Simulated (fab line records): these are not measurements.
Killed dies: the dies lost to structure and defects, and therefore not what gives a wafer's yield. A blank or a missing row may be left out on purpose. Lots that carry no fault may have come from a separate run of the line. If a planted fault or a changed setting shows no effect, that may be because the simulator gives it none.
Split-lot study :: flow n5_finfet :: route with 1938 steps; 7 lots, 21 wafers read

SPLIT DETAILS
At N5_WELL_APT_PEB_23 (peb time 90 s), the setting peb_time_s was moved away from the recipe's 90 s on 8 of the 21 wafers read, by -21.8% to +20.8%. For the rest of the wafers, this setting stayed at what the recipe calls for.

FROM THE SPLIT TO THE READING: what the file shows between them, 2 steps
- N5_WELL_APT_DEVELOP_24: develop time 45 s
- N5_WELL_APT_HARDBAKE_29: time 120 s

THE READING
cd_nm, in nm, at N5_WELL_APT_CD_MEAS_25 (target cd 200 nm). On this fab line, fault-free wafers typically give 199.0 nm with a standard deviation of 1.8 nm.

wafer: L079.2
tool, chamber at the split: litho_track-05, 0
peb_time_s as run, s: 90
against the recipe: recipe
cd_nm, nm: 200.3
against lot-mates on the recipe: -

wafer: L079.4
tool, chamber at the split: litho_track-05, 0
peb_time_s as run, s: 108.7
against the recipe: +20.8%
cd_nm, nm: 207.4
against lot-mates on the recipe: +7.1

wafer: L079.5
tool, chamber at the split: litho_track-05, 0
peb_time_s as run, s: 108.7
against the recipe: +20.8%
cd_nm, nm: 209.9
against lot-mates on the recipe: +9.6

wafer: L082.1
tool, chamber at the split: litho_track-03, 0
peb_time_s as run, s: 90
against the recipe: recipe
cd_nm, nm: 197.7
against lot-mates on the recipe: -

wafer: L082.2
tool, chamber at the split: litho_track-03, 0
peb_time_s as run, s: 90
against the recipe: recipe
cd_nm, nm: 200.6
against lot-mates on the recipe: -

wafer: L082.6
tool, chamber at the split: litho_track-03, 0
peb_time_s as run, s: 90
against the recipe: recipe
cd_nm, nm: 202.4
against lot-mates on the recipe: -

wafer: L084.2
tool, chamber at the split: litho_track-03, 0
peb_time_s as run, s: 90
against the recipe: recipe
cd_nm, nm: 200.4
against lot-mates on the recipe: -

wafer: L084.4
tool, chamber at the split: litho_track-03, 0
peb_time_s as run, s: 90
against the recipe: recipe
cd_nm, nm: 201.0
against lot-mates on the recipe: -

wafer: L084.6
tool, chamber at the split: litho_track-03, 0
peb_time_s as run, s: 90
against the recipe: recipe
cd_nm, nm: 199.9
against lot-mates on the recipe: -

wafer: L086.3
tool, chamber at the split: litho_track-05, 0
peb_time_s as run, s: 90
against the recipe: recipe
cd_nm, nm: 199.0
against lot-mates on the recipe: -

wafer: L086.5
tool, chamber at the split: litho_track-05, 0
peb_time_s as run, s: 77.97
against the recipe: -13.4%
cd_nm, nm: 193.0
against lot-mates on the recipe: -5.4

wafer: L086.6
tool, chamber at the split: litho_track-05, 0
peb_time_s as run, s: 90
against the recipe: recipe
cd_nm, nm: 197.8
against lot-mates on the recipe: -

wafer: L087.1
tool, chamber at the split: litho_track-05, 0
peb_time_s as run, s: 90
against the recipe: recipe
cd_nm, nm: 199.6
against lot-mates on the recipe: -

wafer: L087.2
tool, chamber at the split: litho_track-05, 0
peb_time_s as run, s: 90
against the recipe: recipe
cd_nm, nm: 200.2
against lot-mates on the recipe: -

wafer: L087.5
tool, chamber at the split: litho_track-05, 0
peb_time_s as run, s: 103
against the recipe: +14.4%
cd_nm, nm: 205.5
against lot-mates on the recipe: +5.6

wafer: L088.1
tool, chamber at the split: litho_track-03, 0
peb_time_s as run, s: 90
against the recipe: recipe
cd_nm, nm: 200.0
against lot-mates on the recipe: -

wafer: L088.3
tool, chamber at the split: litho_track-03, 0
peb_time_s as run, s: 95.91
against the recipe: +6.6%
cd_nm, nm: 199.1
against lot-mates on the recipe: -0.9

wafer: L088.5
tool, chamber at the split: litho_track-03, 0
peb_time_s as run, s: 95.91
against the recipe: +6.6%
cd_nm, nm: 202.5
against lot-mates on the recipe: +2.5

wafer: L091.2
tool, chamber at the split: litho_track-02, 0
peb_time_s as run, s: 70.37
against the recipe: -21.8%
cd_nm, nm: 185.0
against lot-mates on the recipe: -13.6

wafer: L091.5
tool, chamber at the split: litho_track-02, 0
peb_time_s as run, s: 90
against the recipe: recipe
cd_nm, nm: 198.6
against lot-mates on the recipe: -

wafer: L091.6
tool, chamber at the split: litho_track-02, 0
peb_time_s as run, s: 70.37
against the recipe: -21.8%
cd_nm, nm: 183.1
against lot-mates on the recipe: -15.5

THE FIT
A straight line over all 21 wafers: cd_nm changes by +0.547 nm for each +1% of peb_time_s; r = +0.95; the points scatter about the line by 2 nm.
The same after taking each lot's own level away (the mean of its wafers on the recipe; 21 wafers): +0.505 nm for each +1%; r = +0.95; scatter 1.8 nm.
The reading moves by 11 nm for the largest change in peb_time_s, on that fit.
From 198.40 to 200.43 nm: that is the span of the lots' own levels, equal to 1.1 times the standard deviation above.
The two slopes are in agreement: the lot-to-lot level therefore moves the slope only a little.
Check: -11.1 nm against its lot-mates is what the line predicts for one of the wafers moved furthest among these (-21.8%) when that wafer is left out of the fit. Against them it came out at -13.6 nm.

THE WHOLE CHAIN: every reading that the file lists as answering this split, in the file's order
step: N5_WELL_APT_CD_MEAS_25
what it does: target cd 200 nm
reading: cd_nm
change (the file's fit): +0.485 nm for each +1% of the setting
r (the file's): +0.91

step: N5_WELL_APT_DESCUM_30
what it does: chemistry O2, time 7.9 s
reading: WELL_APT.cd_nm (the simulator's own value, which no gauge read)
change (the file's fit): +0.493 nm for each +1% of the setting
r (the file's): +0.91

FILE'S OWN FIT
cd_nm changes by +0.485 nm for each +1% of peb_time_s, r = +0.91.
